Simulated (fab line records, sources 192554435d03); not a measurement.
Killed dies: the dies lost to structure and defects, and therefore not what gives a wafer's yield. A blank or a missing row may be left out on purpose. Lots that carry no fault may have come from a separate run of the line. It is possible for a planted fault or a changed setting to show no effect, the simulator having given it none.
fab line records	flow n5-finfet
record lots=5	wafers=15	last-day=19
route steps=1938 shown BEOL_M8@1389 BEOL_M9@1401
lots that met no fault: taken from a fault-free run of the same line
start-h: hours from the record's opening day to when the first of the lot's shown wafers began	wait-h: hours elapsed since this lot's preceding step	" repeats the value in the row above	L1.1+2: several wafers, shown together as one row	- no value, or no start was given	* or withheld: withheld	< > ~ a bound
route shown NAME@n: NAME is a module with steps in the file, n the number in the route of the first one	usual: mean and standard deviation over wafers with no fault	same: alike in all rows	chamber/n: place in a boat	sites: readings site by site	_std_site: the standard deviation of these	_edge_site: mean of outer sites minus mean of inner sites	radius-mm: how far each site lies from the wafer's centre	mask NAME#n: copy n	behind: tool/chamber where the wafer was last shaped	hold: reason for holding the lot/hours on hold/outcome of the hold	device: whichever transistor did not switch (one of n, p or np)	end of line: the same wafers' tests at the end of the route	a step without rows: its recipe alone	killed: dies lost to structure and defects at the first sort, not the wafer's yield	map: per-die view of a wafer (x killed, . not killed, _ where there is no die)
set.NAME: the setting the step ran with; set.NAME@STEP: the setting that earlier step ran with	model.NAME: the simulator's own value behind a step, which no gauge read
lots seen at some steps along the route; tables by step, rows by wafer
services: the hour from which a tool's chamber was out of use, counted from the record's first day as start-h (under 0 if before that day), plus the number of hours and why
## steps
# step N5_BEOL_M8_ALD_77
# recipe material=TaN	target-thk-a=20	temp-c=275	ald-precursor-family=PDMAT	ald-co-reactant=NH3	pressure-torr=3	carrier-flow-sccm=1500	pulse-time-s=2	purge-time-s=3	co-reactant-purge-time-s=2	co-reactant-pulse-time-s=3	ald-cycles=40	precursor-vessel-temp-c=75	precursor-vessel-pressure-torr=26.25	precursor-vessel-carrier-sccm=1000
# usual heater-power-w=416/53	precursor-vessel-temp-c=75.01/0.13
# same ald-cycles=40	co-reactant-purge-time-s=2	purge-time-s=3
lot.wafer	tool	chamber	start-h	wait-h	heater-power-w	precursor-vessel-temp-c
L429.1	ald-metal-01	1	238.16	0.0	345	74.89
L429.3	"	2	"	"	430	74.96
L429.4	"	3	"	"	408	75.11
L430.2	ald-metal-02	2	248.07	0.0	444	74.95
L430.3	"	0	"	"	447	74.85
L430.5	"	2	"	"	444	74.89
L443.2	ald-metal-04	2	374.07	0.0	418	74.91
L443.4	"	3	"	"	385	74.97
L443.5	"	2	"	"	403	75.02
L446.4	ald-metal-04	1	374.91	0.0	519	75.16
L446.5	"	1	"	"	529	75.37
L446.6	"	0	"	"	340	75.27
L447.1	ald-metal-01	1	387.00	0.0	343	74.93
L447.2	"	3	"	"	413	75.11
L447.3	"	0	"	"	469	74.98
# step N5_BEOL_M8_SURFACE_TREAT_79
# recipe gas=Ar	time-s=*	ion-energy-ev=*	ion-current-ma-cm2=0.5	pressure-mtorr=*	ar-flow-sccm=30
# usual throttle-valve-pct=*
lot.wafer	tool	chamber	start-h	wait-h	throttle-valve-pct
L429.1	pvd-sputter-03	-	238.63	0.3	*
L429.3	"	-	"	"	*
L429.4	"	-	"	"	*
L430.2	pvd-sputter-01	-	250.09	1.9	*
L430.3	"	-	"	"	*
L430.5	"	-	"	"	*
L443.2	pvd-sputter-01	-	374.36	0.2	*
L443.4	"	-	"	"	*
L443.5	"	-	"	"	*
L446.4	pvd-sputter-03	-	375.23	0.2	*
L446.5	"	-	"	"	*
L446.6	"	-	"	"	*
L447.1	pvd-sputter-03	-	387.51	0.4	*
L447.2	"	-	"	"	*
L447.3	"	-	"	"	*
# step N5_BEOL_M8_CVD_78
# recipe material=Co	target-thk-a=20	temp-c=withheld	precursor=CCTBA/H2	pressure-torr=30	time-s=142.3
# step N5_BEOL_M8_SPUTTER_48
# recipe material=Cu	target-thk-a=100	temp-c=-20	bias-v=60	power-w=26000	chamber-pressure-pa=0.13	time-s=1.667
# step N5_BEOL_M8_ECD_50
# recipe material=Cu	target-thk-a=3000
# step N5_BEOL_M8_ANNEAL_51
# recipe temp-c=225	time-s=90	ambient=N2
# usual wafer_temp_C_max=226.1/0.33
lot.wafer	tool	chamber	start-h	wait-h	wafer_temp_C_max
L429.1	rtp-anneal-01	0	239.10	0.1	225.9
L429.3	"	0	"	"	226.0
L429.4	"	0	"	"	226.1
L430.2	rtp-anneal-01	0	250.83	0.1	226.0
L430.3	"	0	"	"	225.7
L430.5	"	0	"	"	226.1
L443.2	rtp-anneal-01	0	374.96	0.2	226.0
L443.4	"	0	"	"	225.7
L443.5	"	0	"	"	225.9
L446.4	rtp-anneal-02	0	375.76	0.2	226.2
L446.5	"	0	"	"	226.3
L446.6	"	0	"	"	226.2
L447.1	rtp-anneal-01	0	389.02	0.9	225.5
L447.2	"	0	"	"	225.6
L447.3	"	0	"	"	225.8
# step N5_BEOL_M8_CMP_52
# recipe stop-on=SiCOH_lowk	t-overpolish-s=6.9	down-force-psi=1	platen-rpm=50	clearing-platen-down-force-psi=1.5	clearing-platen-rpm=50	post-cmp-clean=cu-alkaline	target-thk-nm=80	clearing-platen-pad-velocity-m-s=0.99484	pad-velocity-m-s=0.99484
# step N5_BEOL_M8_THK_MEAS_53
# recipe thk-meas-gauge=xrf	reads=Cu_of_BEOL_M8_ECD_50
# usual M8_THK=78.8/1.4
lot.wafer	tool	chamber	start-h	wait-h	M8_THK[nm]
L429.1	film-metro-01	-	239.69	-	80.7
L429.3	"	-	"	"	81.7
L429.4	"	-	"	"	80.6
L430.2	film-metro-01	-	251.39	-	80.7
L430.3	"	-	"	"	77.9
L430.5	"	-	"	"	77.6
L443.2	film-metro-01	-	375.51	-	79.7
L443.4	"	-	"	"	77.5
L443.5	"	-	"	"	78.0
L446.4	film-metro-01	-	376.22	-	79.2
L446.5	"	-	"	"	78.9
L446.6	"	-	"	"	78.6
L447.1	film-metro-02	-	389.62	-	78.1
L447.2	"	-	"	"	78.2
L447.3	"	-	"	"	78.4
# step N5_BEOL_M8_PRE_CLEAN_55
# recipe gas=NH3	time-s=15	temp-c=withheld	rf-power-w=300
# step N5_BEOL_M8_DEP_56
# recipe material=SiCN	target-thk-a=100	temp-c=withheld	precursor=3MS/NH3	pressure-torr=3	rf-w=202	time-s=17.5
# step N5_BEOL_M8_RS_MEAS_57
# recipe thk-meas-gauge=four-point-probe	reads=Cu_of_BEOL_M8_ECD_50+Co_of_BEOL_M8_CVD_78+TaN_of_BEOL_M8_ALD_77
# usual M8_RS=0.287/0.0066
lot.wafer	tool	chamber	start-h	wait-h	M8_RS[ohm/sq]
L429.1	film-metro-01	-	239.84	0.1	0.277
L429.3	"	-	"	"	0.275
L429.4	"	-	"	"	0.279
L430.2	film-metro-01	-	251.52	0.1	0.280
L430.3	"	-	"	"	0.292
L430.5	"	-	"	"	0.292
L443.2	film-metro-02	-	375.64	0.1	0.285
L443.4	"	-	"	"	0.294
L443.5	"	-	"	"	0.290
L446.4	film-metro-01	-	376.35	0.0	0.287
L446.5	"	-	"	"	0.288
L446.6	"	-	"	"	0.287
L447.1	film-metro-02	-	389.76	0.1	0.291
L447.2	"	-	"	"	0.290
L447.3	"	-	"	"	0.285
# step N5_BEOL_M8_INSPECT_58
# recipe inspect-instrument=darkfield	mode=post-dep
# usual raw-defect-count=69/25
lot.wafer	tool	chamber	start-h	wait-h	raw-defect-count
L429.1	defect-inspect-01	-	239.87	0.0	80
L429.3	"	-	"	"	91
L429.4	"	-	"	"	48
L430.2	defect-inspect-02	-	251.54	0.0	119
L430.3	"	-	"	"	90
L430.5	"	-	"	"	83
L443.2	defect-inspect-02	-	375.66	0.0	63
L443.4	"	-	"	"	49
L443.5	"	-	"	"	57
L446.4	defect-inspect-01	-	376.40	0.0	73
L446.5	"	-	"	"	70
L446.6	"	-	"	"	50
L447.1	defect-inspect-01	-	389.78	0.0	73
L447.2	"	-	"	"	96
L447.3	"	-	"	"	68
# step N5_BEOL_M9_ILD_DEP_00
# recipe material=SiCOH_lowk	target-thk-a=3085.1	temp-c=300	precursor=DEMS/porogen	pressure-torr=5	rf-w=500	time-s=58
# usual heater-power-w=317/46	run-length-s=101.0/0.42	showerhead-plenum-p-Torr=5.747/0.017	throttle-valve-pct=14.0/0.91
lot.wafer	tool	chamber	start-h	wait-h	heater-power-w	run-length-s	showerhead-plenum-p-Torr	throttle-valve-pct	model.SiCOH_lowk_of_BEOL_M9_ILD_DEP_00.thk-nm
L429.1	pecvd-02	0	239.90	0.0	297	100.7	5.716	14.3	304.2
L429.3	"	1	"	"	267	101.6	5.761	14.8	307.6
L429.4	"	0	"	"	299	100.9	5.709	14.6	309.8
L430.2	pecvd-01	1	251.58	0.0	378	101.4	5.753	15.3	302.8
L430.3	"	0	"	"	342	100.9	5.754	13.1	307.2
L430.5	"	1	"	"	384	101.8	5.759	15.2	309.2
L443.2	pecvd-02	0	375.70	0.0	325	92.0	5.727	14.6	262.8
L443.4	"	0	"	"	325	92.0	5.725	14.4	266.2
L443.5	"	1	"	"	230	100.6	5.768	15.1	312.2
L446.4	pecvd-01	2	376.46	0.1	294	100.9	5.744	13.0	312
L446.5	"	1	"	"	370	101.4	5.768	15.2	310
L446.6	"	0	"	"	320	100.6	5.754	13.3	314.6
L447.1	pecvd-01	1	389.82	0.0	372	101.2	5.746	15.7	306.8
L447.2	"	2	"	"	251	100.7	5.755	13.0	307.8
L447.3	"	0	"	"	342	101.6	5.752	13.5	310
# step N5_BEOL_M9_CURE_71
# recipe temp-c=385	time-s=240	ambient=He/Ar	material=SiCOH_lowk
# usual lamp-power-pct=52.33/0.056	wafer_temp_C_max=386.9/0.72
lot.wafer	tool	chamber	start-h	wait-h	lamp-power-pct	wafer_temp_C_max
L429.1	uv-cure-01	2	241.05	1.1	52.30	386.6
L429.3	"	2	"	"	52.27	386.8
L429.4	"	2	"	"	52.29	386.5
L430.2	uv-cure-01	1	251.74	0.1	52.31	386.2
L430.3	"	1	"	"	52.21	386.1
L430.5	"	1	"	"	52.37	386.1
L443.2	uv-cure-03	2	375.86	0.1	52.44	388.3
L443.4	"	2	"	"	52.34	387.6
L443.5	"	2	"	"	52.25	387.4
L446.4	uv-cure-02	0	377.29	0.8	52.34	386.1
L446.5	"	0	"	"	52.28	386.2
L446.6	"	0	"	"	52.34	386.0
L447.1	uv-cure-02	1	390.07	0.2	52.45	387.1
L447.2	"	1	"	"	52.34	387.3
L447.3	"	1	"	"	52.40	387.7
# step N5_BEOL_M9_THK_MEAS_01
# recipe reads=SiCOH_lowk_of_BEOL_M9_ILD_DEP_00
# usual M9_ILD_THK=268/3
lot.wafer	tool	chamber	start-h	wait-h	M9_ILD_THK[nm]
L429.1	film-metro-02	-	241.57	0.4	264
L429.3	"	-	"	"	267
L429.4	"	-	"	"	269
L430.2	film-metro-01	-	252.17	0.4	263
L430.3	"	-	"	"	267
L430.5	"	-	"	"	269
L443.2	film-metro-02	-	376.29	0.4	228
L443.4	"	-	"	"	231
L443.5	"	-	"	"	272
L446.4	film-metro-01	-	377.80	0.4	271
L446.5	"	-	"	"	269
L446.6	"	-	"	"	273
L447.1	film-metro-01	-	390.58	0.4	266
L447.2	"	-	"	"	267
L447.3	"	-	"	"	269
# step N5_BEOL_M9_PECVD_70
# recipe material=SiO2	target-thk-a=200	temp-c=400	precursor=TEOS/O2	pressure-torr=5.5	rf-w=450	teos-flow-sccm=53.8	gas=O2	flow-sccm=3000	time-s=22.7
# step N5_BEOL_M9_HM_DEP_02
# recipe material=TiN	target-thk-a=200	temp-c=25	chamber-pressure-pa=0.49996
# step N5_BEOL_M9_COAT_59
# recipe resist=SOC	temp-c=250	time-s=60	spin-rpm=1500	resist-thk-nm=100
# step N5_BEOL_M9_COAT_60
# recipe resist=SiARC	temp-c=220	time-s=60	spin-rpm=1500	resist-thk-nm=30
# step N5_BEOL_M9_COAT_05
# recipe resist=CAR-ArF	spin-rpm=1500	resist-thk-nm=90
# step N5_BEOL_M9_EBR_07
# recipe solvent=PGMEA	ebr-width-mm=1.5
# step N5_BEOL_M9_SOFTBAKE_06
# recipe temp-c=110	time-s=60	resist=CAR-ArF
# step N5_BEOL_M9_EXPOSE_08
# recipe mask-id=M9	na=1.35	source-shape=dipole	sigma-inner=0.411	sigma-outer=0.611	polarization=te	dose-mj=53.75
# step N5_BEOL_M9_PEB_09
# recipe peb-temp-c=withheld	peb-time-s=60	resist=CAR-ArF
# step N5_BEOL_M9_DEVELOP_10
# recipe develop-time-s=30	developer=TMAH	resist=CAR-ArF	rinse-liquid=diw	dry=air-spin	dev-temp-c=23
# step N5_BEOL_M9_CD_MEAS_11
# recipe target-cd-nm=64.1	landing-energy-ev=500	detector=se-inlens	polarity=opening
# usual cd-nm=64.1/0.42
lot.wafer	tool	chamber	start-h	wait-h	cd-nm
L429.1	cd-sem-03	0	242.22	-	63.5
L429.3	"	0	"	"	63.7
L429.4	"	0	"	"	64.0
L430.2	cd-sem-01	0	254.60	-	64.7
L430.3	"	0	"	"	64.3
L430.5	"	0	"	"	64.6
L443.2	cd-sem-03	0	378.66	-	63.8
L443.4	"	0	"	"	63.8
L443.5	"	0	"	"	63.8
L446.4	cd-sem-01	0	379.21	-	63.6
L446.5	"	0	"	"	63.9
L446.6	"	0	"	"	63.7
L447.1	cd-sem-03	0	391.86	-	63.7
L447.2	"	0	"	"	63.5
L447.3	"	0	"	"	63.5
# step N5_BEOL_M9_OVL_MEAS_12
# recipe points-per-wafer=44
# usual M9_OVL=-0.3/0.7
lot.wafer	tool	chamber	start-h	wait-h	M9_OVL[nm]
L429.1	overlay-01	0	242.25	0.0	-1.5
L429.3	"	0	"	"	-1.1
L429.4	"	0	"	"	-0.6
L430.2	overlay-01	0	254.63	0.0	-0.5
L430.3	"	0	"	"	-1.1
L430.5	"	0	"	"	-2.0
L443.2	overlay-01	0	378.69	0.0	-0.3
L443.4	"	0	"	"	1.2
L443.5	"	0	"	"	-0.1
L446.4	overlay-01	0	379.24	0.0	-0.9
L446.5	"	0	"	"	-0.2
L446.6	"	0	"	"	-0.7
L447.1	overlay-02	0	391.89	0.0	-0.3
L447.2	"	0	"	"	-1.6
L447.3	"	0	"	"	-0.6
# step N5_BEOL_M9_INSPECT_13
# recipe mode=adi	inspect-instrument=brightfield
# usual raw-defect-count=414/100
lot.wafer	tool	chamber	start-h	wait-h	raw-defect-count
L429.1	defect-inspect-01	-	242.28	0.0	324
L429.3	"	-	"	"	422
L429.4	"	-	"	"	426
L430.2	defect-inspect-01	-	254.65	0.0	371
L430.3	"	-	"	"	310
L430.5	"	-	"	"	333
L443.2	defect-inspect-01	-	378.71	0.0	516
L443.4	"	-	"	"	382
L443.5	"	-	"	"	356
L446.4	defect-inspect-01	-	379.26	0.0	420
L446.5	"	-	"	"	422
L446.6	"	-	"	"	383
L447.1	defect-inspect-02	-	391.92	0.0	456
L447.2	"	-	"	"	573
L447.3	"	-	"	"	395
# step N5_BEOL_M9_DESCUM_16
# recipe chemistry=O2	time-s=7.9	source-power-w=50	bias-power-w=20	pressure-mtorr=20	rf-frequency-hz=2.712e+07	temp-c=40	resist=CAR-ArF	o2-flow-sccm=225
# step N5_BEOL_M9_ETCH_61
# recipe chemistry=CF4	target=SiARC	target-depth-a=390	mask-material=CAR-ArF	time-s=65	ion-energy-ev=80	pressure-mtorr=40	source-w=545	bias-w=36	Ar_flow_sccm=100	cf4-flow-sccm=100	ends=cleared
# step N5_BEOL_M9_ETCH_62
# recipe chemistry=N2/H2	target=SOC	target-depth-a=1100	overetch-a=220	mask-material=SiARC	temp-c=40	time-s=165	ion-energy-ev=200	pressure-mtorr=30	source-w=840	bias-w=150	n2-flow-sccm=200	h2-flow-sccm=200
# usual drypump-motor-current-A=5.7/0.45	oes-product-au=0.67/0.065	rf-vpp-V=523.7/2.4	showerhead-plenum-p-Torr=2.54/0.087	throttle-valve-pct=17.82/0.22
lot.wafer	tool	chamber	start-h	wait-h	drypump-motor-current-A	oes-product-au	rf-hours-counter-h	rf-vpp-V	showerhead-plenum-p-Torr	throttle-valve-pct
L429.1	rie-diel-03	1	242.40	0.0	6.1	0.60	238	524.7	2.61	18.09
L429.3	"	0	"	"	4.8	0.68	61	521.5	2.48	17.56
L429.4	"	3	"	"	5.5	0.75	-	528.0	2.71	17.61
L430.2	rie-diel-06	1	254.77	0.0	5.6	0.59	231	524.8	2.62	18.26
L430.3	"	2	"	"	6.4	0.62	178	522.2	2.42	17.64
L430.5	"	0	"	"	5.2	0.76	-	520.6	2.48	17.57
L443.2	rie-diel-02	2	378.95	0.0	6.0	0.59	223	526.3	2.61	17.92
L443.4	"	1	"	"	6.3	0.71	68	523.1	2.57	17.70
L443.5	"	1	"	"	6.3	0.71	-	525.0	2.57	17.69
L446.4	rie-diel-02	1	379.51	0.0	6.4	0.71	68	524.7	2.57	17.70
L446.5	"	0	"	"	5.6	0.70	-	522.2	2.46	17.70
L446.6	"	3	"	"	5.8	0.62	-	520.2	2.44	18.20
L447.1	rie-diel-02	3	392.59	0.0	5.8	0.62	155	520.2	2.44	18.24
L447.2	"	0	"	"	5.7	0.70	85	522.4	2.46	17.73
L447.3	"	1	"	"	6.3	0.70	72	523.4	2.57	17.70
# step N5_BEOL_M9_STRIP_68
# recipe chemistry=N2/H2	temp-c=40	n2-flow-sccm=200	h2-flow-sccm=200	rf-frequency-hz=6e+07
# step N5_BEOL_M9_STRIP_67
# recipe chemistry=CF4	resist=SiARC	power-w=300	bias-power-w=75	pressure-mtorr=50	cf4-flow-sccm=150	rf-frequency-hz=6e+07
# step N5_BEOL_M9_HM_OPEN_17
# recipe chemistry=Cl2/BCl3	target-depth-a=200	overetch-a=60	target=TiN	mask-material=SOC	ion-energy-ev=150	pressure-mtorr=10	icp-w=1000	bias-w=126	Cl2_flow_sccm=53.25	bcl3-flow-sccm=21.75	Ar_flow_sccm=25
# step N5_BEOL_M9_STRIP_19
# recipe chemistry=O2	power-w=400	temp-c=40	pressure-mtorr=30	rf-frequency-hz=6e+07	bias-power-w=0	overash-fraction=0.2	o2-flow-sccm=225
# step N5_BEOL_M9_CD_MEAS_18
# recipe pitch-nm=140	target-cd-nm=70
# usual cd-nm=70.0/0.52
lot.wafer	tool	chamber	start-h	wait-h	cd-nm
L429.1	cd-sem-02	-	242.76	0.0	69.5
L429.3	"	-	"	"	70.1
L429.4	"	-	"	"	70.0
L430.2	cd-sem-03	-	255.36	0.1	70.1
L430.3	"	-	"	"	70.3
L430.5	"	-	"	"	70.1
L443.2	cd-sem-02	-	379.49	0.1	69.8
L443.4	"	-	"	"	69.7
L443.5	"	-	"	"	69.3
L446.4	cd-sem-03	-	379.88	0.0	69.4
L446.5	"	-	"	"	70.3
L446.6	"	-	"	"	70.1
L447.1	cd-sem-02	-	393.16	0.0	69.5
L447.2	"	-	"	"	69.7
L447.3	"	-	"	"	69.5
# step N5_BEOL_M9_COAT_63
# recipe resist=SOC	temp-c=250	time-s=60	spin-rpm=1500	resist-thk-nm=60
# step N5_BEOL_M9_COAT_64
# recipe resist=SiARC	temp-c=220	time-s=60	spin-rpm=1500	resist-thk-nm=12
# step N5_BEOL_M9_COAT_75
# recipe resist=underlayer	temp-c=205	time-s=60	spin-rpm=1500	resist-thk-nm=5
# step N5_BEOL_M9_COAT_22
# recipe resist=CAR-EUV	spin-rpm=1500	resist-thk-nm=30
# step N5_BEOL_M9_EBR_24
# recipe solvent=PGMEA	ebr-width-mm=1.5
# step N5_BEOL_M9_SOFTBAKE_23
# recipe temp-c=110	time-s=60	resist=CAR-EUV
# step N5_BEOL_M9_CMP_52
# recipe stop-on=SiCOH_lowk	t-overpolish-s=7	down-force-psi=1	platen-rpm=50	clearing-platen-down-force-psi=1.5	clearing-platen-rpm=50	post-cmp-clean=cu-alkaline	target-thk-nm=140	clearing-platen-pad-velocity-m-s=0.99484	pad-velocity-m-s=0.99484
# usual clearing-platen-down-force-psi=1.4999/0.0028	motor-current-A=5.8/0.77
lot.wafer	tool	chamber	start-h	wait-h	clearing-platen-down-force-psi	motor-current-A	model.SiCOH_lowk_of_BEOL_M9_ILD_DEP_00.thk-nm
L429.4	cmp-04	2	247.26	0.2	1.5028	6.0	266.2
L429.3	"	3	"	"	1.5007	6.4	264.2
L429.1	"	0	"	"	1.5007	7.1	261.2
L430.2	cmp-03	2	261.19	0.2	1.5019	7.3	260
L430.3	"	1	"	"	1.5037	5.7	264
L430.5	"	2	"	"	1.4998	7.1	265.6
L443.2	cmp-03	0	386.08	0.3	1.5022	4.6	224.6
L443.4	"	1	"	"	1.5006	5.6	227.6
L443.5	"	3	"	"	1.4975	6.0	268.4
L446.4	cmp-01	3	386.99	0.1	1.5010	4.8	268
L446.6	"	3	"	"	1.5013	4.8	270.4
L446.5	"	0	"	"	1.5015	4.9	266.4
L447.3	cmp-04	2	397.47	0.2	1.5021	5.7	266.2
L447.1	"	3	"	"	1.4981	6.4	263.4
L447.2	"	0	"	"	1.4970	6.7	264.4
## services
tool	chamber	start-h	hours	kind
ald-metal-04	1	216.54	24.2	repair
rie-diel-02	1	219.30	40.8	repair
rtp-anneal-02	-	226.87	3.0	pm
uv-cure-02	-	231.71	22.2	pm
uv-cure-03	-	234.91	7.5	pm
cmp-01	-	244.45	9.3	pm
cmp-03	-	254.32	4.0	pm
ald-metal-01	3	259.70	3.6	repair
cmp-04	-	267.99	4.0	pm
uv-cure-01	-	273.85	6.0	pm
uv-cure-01	-	279.85	1.0	pm
ald-metal-01	1	289.58	29.9	repair
pecvd-01	2	291.81	5.0	repair
uv-cure-01	-	294.23	7.5	pm
pecvd-01	-	303.96	1.5	repair
pecvd-02	-	309.13	1.0	repair
ald-metal-01	3	315.96	1.6	repair
cmp-03	-	339.75	1.4	repair
ald-metal-01	2	343.01	6.1	repair
ald-metal-04	-	345.61	1.3	repair
cmp-03	-	351.50	1.3	repair
pvd-sputter-03	-	361.72	2.7	repair
cmp-03	-	378.34	3.5	repair
rie-diel-02	-	383.04	0.7	repair
## key
first-sign step=N5_BEOL_M9_ILD_DEP_00	reading=run-length-s	direction=down	sigmas=21	usual=*	struck=*
effect step=N5_BEOL_M9_THK_MEAS_01	reading=M9_ILD_THK	direction=down	sigmas=13	usual=268	struck=229
model-effect step=N5_BEOL_M9_ILD_DEP_00	value=SiCOH_lowk_of_BEOL_M9_ILD_DEP_00.thk-nm	without=310	struck=264.5
model-effect step=N5_BEOL_M9_CMP_52	value=SiCOH_lowk_of_BEOL_M9_ILD_DEP_00.thk-nm	without=266.4	struck=226.1
met-at N5_BEOL_M9_ILD_DEP_00
struck-wafers L443.2,L443.4
onset-between 239.90 375.70
fault kind=process-parameter-drift	tool=pecvd-02	chamber=0	onset-h=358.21	steps=N5_BEOL_M9_ILD_DEP_00	channel=time-s	offset=*	shape=step	end-h=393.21	acts-in=*	stated=*
